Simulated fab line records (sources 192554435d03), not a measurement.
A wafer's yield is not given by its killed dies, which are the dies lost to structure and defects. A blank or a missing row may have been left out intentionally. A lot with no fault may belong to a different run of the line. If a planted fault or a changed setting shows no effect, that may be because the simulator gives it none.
A struck lot beside a sound one	flow n5-finfet	41 steps out of a route of 1938
Sound: these wafers, L798.2, L798.3, L798.4. Wafers L806.1, L806.4, L806.6 were the ones struck. Last of all comes the cause.
Each step with rows lists, per side, the tool, then ch with its chambers, then its first start. Under that, the readings that differ: sound wafers	struck wafers	difference of the means	sigmas: that difference in standard deviations of wafers without a fault.
alike: same words and numbers on both sides, and readings whose means sit less than 2 such deviations apart. not compared: any withheld reading, any reading some wafer has no value for, any bound like >300 that may hide the same value, and any number with overlapping values for which the record gives no deviation.
The two part at a step that has a row with sigmas, a row that says differs or no value, or rows on one side only. Numbers that don't overlap but have no deviation are shown without sigmas and don't part them. A reading missing from all wafers of one side parts the sides only when that side holds two or more wafers.

first, 9 steps without rows for these wafers: N5_BEOL_M4_ANNEAL_95 (time 240 s); N5_BEOL_M4_SPUTTER_96 (material Cu, target thk 4.5 nm, time 8.29 s); N5_BEOL_M4_ECD_50 (material Cu, target thk 300 nm); N5_BEOL_M4_ANNEAL_51 (time 90 s); N5_BEOL_M4_CMP_52 (polishes, stops on SiOC, t overpolish 6.8 s, target thk 40 nm); N5_BEOL_M4_PRE_CLEAN_60 (time 15 s); N5_BEOL_M4_CO_CAP_55 (material Co, precursor CCTBA/H2, target thk 2 nm, time 102.1 s); N5_BEOL_M4_PRE_CLEAN_56 (time 15 s); N5_BEOL_M4_DEP_57 (deposits SiCN from 3MS/NH3, target thk 8 nm, time 14 s).
N5_BEOL_M4_RC_MEAS_101:
  sound on prober-01 ch 0, day 8 19:01; struck on prober-02 ch 0, day 10 21:06
  alike: DIBL_N, DIBL_P, IOFF_N, IOFF_P, ION_N, ION_P, SS_N, SS_P, VT_N, VT_P
then, 24 steps without rows for these wafers: N5_BEOL_M5_ILD_DEP_00 (deposits SiCOH lowk from DEMS/porogen, target thk 140.64 nm, time 25.9 s); N5_BEOL_M5_CURE_79 (cures SiCOH lowk, time 240 s); N5_BEOL_M5_PECVD_70 (deposits SiO2 from TEOS/O2, target thk 16 nm, time 18 s); N5_BEOL_M5_HM_DEP_02 (deposits TiN, target thk 20 nm); N5_BEOL_M5_COAT_59 (time 60 s, resist thk 60 nm); N5_BEOL_M5_COAT_60 (time 60 s, resist thk 12 nm); N5_BEOL_M5_COAT_71 (time 60 s, resist thk 5 nm); N5_BEOL_M5_COAT_05 (resist thk 30 nm); N5_BEOL_M5_EBR_07; N5_BEOL_M5_SOFTBAKE_06 (time 60 s); N5_BEOL_M5_EXPOSE_08 (exposes mask M5, target cd 28 nm); N5_BEOL_M5_PEB_09 (peb time 60 s); N5_BEOL_M5_DEVELOP_10 (develop time 30 s); N5_BEOL_M5_DESCUM_16 (chemistry O2, time 7 s); N5_BEOL_M5_ETCH_72 (etches underlayer in N2/H2, target depth 6.5 nm, time 5.2 s); N5_BEOL_M5_ETCH_61 (etches SiARC in CF4, target depth 15.6 nm, time 26 s); N5_BEOL_M5_ETCH_62 (etches SOC in N2/H2, target depth 75 nm, overetch 15 nm, time 112.5 s); N5_BEOL_M5_STRIP_63 (strips in N2/H2); N5_BEOL_M5_STRIP_73 (strips in N2/H2); N5_BEOL_M5_STRIP_64 (strips in CF4); N5_BEOL_M5_HM_OPEN_17 (chemistry Cl2/BCl3, target TiN, target depth 20 nm, overetch 6 nm); N5_BEOL_M5_STRIP_19 (strips in O2); N5_BEOL_M5_COAT_65 (time 60 s, resist thk 60 nm); N5_BEOL_M5_COAT_66 (time 60 s, resist thk 12 nm).
N5_BEOL_M8_STRIP_67: strips in CF4.
  sound on rie-diel-06 ch 1,2,3, day 10 03:47; struck on rie-diel-06 ch 2,3, day 12 06:46
  no value came back on the struck wafers for any of 7 readings (bias-power-w (W), cf4-flow-sccm (sccm) and others); on the sound wafers bias-power-w (W) reads 74.92 75.28 75.01
reading	sound	struck	difference	sigmas
model.SiARC_of_BEOL_M8_COAT_60.thk-nm (nm)	0 0 0	28.2 28.2 28.4	+28.3	
  not compared: rf-hours-counter-h
N5_BEOL_M8_STRIP_19: strips in O2.
  sound on rie-diel-06 ch 1,2,3, day 10 04:01; struck on rie-diel-05 ch 0,1,3, day 12 07:00
reading	sound	struck	difference	sigmas
model.SOC_of_BEOL_M8_COAT_59.thk-nm (nm)	0 0 0	92 92.4 92.2	+92	
  alike: chamber-pressure-mTorr, drypump-motor-current-A, oes-product-au, rf-vpp-V, showerhead-plenum-p-Torr, throttle-valve-pct
  not compared: rf-hours-counter-h
N5_BEOL_M8_ETCH_66: etches SOC in N2/H2, target depth 80 nm, overetch 16 nm, time 120 s.
  sound on rie-diel-05 ch 1,2, day 10 04:44; struck on rie-diel-05 ch 0,2,3, day 12 07:37
reading	sound	struck	difference	sigmas
oes-product-au (a.u.)	0.54 0.63 0.63	0.94 0.68 0.92	+0.25	+3
model.etch.depth-nm (nm)	59.97 60.01 60.07	96.6 93.27 99.18	+36.3	
  alike: drypump-motor-current-A, n2-flow-sccm, rf-vpp-V, showerhead-plenum-p-Torr, throttle-valve-pct
  not compared: rf-hours-counter-h
N5_BEOL_M8_VIA_ETCH_34: etches SiCOH lowk in C4F6/O2, target depth 125.5 nm, time 50.5 s.
  sound on rie-diel-05 ch 1,2, day 10 04:50; struck on rie-diel-05 ch 0,2,3, day 12 07:43
reading	sound	struck	difference	sigmas
oes-product-au (a.u.)	0.69 0.84 0.84	0.36 0.26 0.34	-0.47	-5
  alike: drypump-motor-current-A, rf-vpp-V, showerhead-plenum-p-Torr, throttle-valve-pct
  not compared: rf-hours-counter-h
N5_BEOL_M8_ETCH_41: etches SiCN in CH3F/O2, target depth 31.9 nm, time 57.8 s.
  sound: rie-diel-05 ch 1,2; struck: rie-diel-05 ch 0,2,3
reading	sound	struck	difference	sigmas
model.SiARC_of_BEOL_M8_COAT_60.thk-nm (nm)	0 0 0	18 18.2 18	+18	
  alike: drypump-motor-current-A, oes-product-au, rf-vpp-V, showerhead-plenum-p-Torr, throttle-valve-pct
  not compared: rf-hours-counter-h
N5_BEOL_M8_OCD_MEAS_38:
  struck on ocd-02, day 12 07:58; sound on ocd-01, day 10 05:05
reading	sound	struck	difference	sigmas
trench-depth-nm (nm)	91.2 96.4 95.7	- - -	no value on the struck wafers	
-- the record jumps here: 3 days lie between the struck wafers' starts before and after (it left off in module BEOL_M8 and takes up again in module PASSIVATION, whose first step shown is number 1936 of the route) --
N5_PASSIVATION_PROBE_49:
  the record has rows for the struck wafers here (prober-01, day 15 08:11) and none for the sound ones

WHERE THEY PART
Earliest at N5_BEOL_M8_STRIP_67; latest, in this record, at N5_PASSIVATION_PROBE_49.

WHY: what the simulator had put in
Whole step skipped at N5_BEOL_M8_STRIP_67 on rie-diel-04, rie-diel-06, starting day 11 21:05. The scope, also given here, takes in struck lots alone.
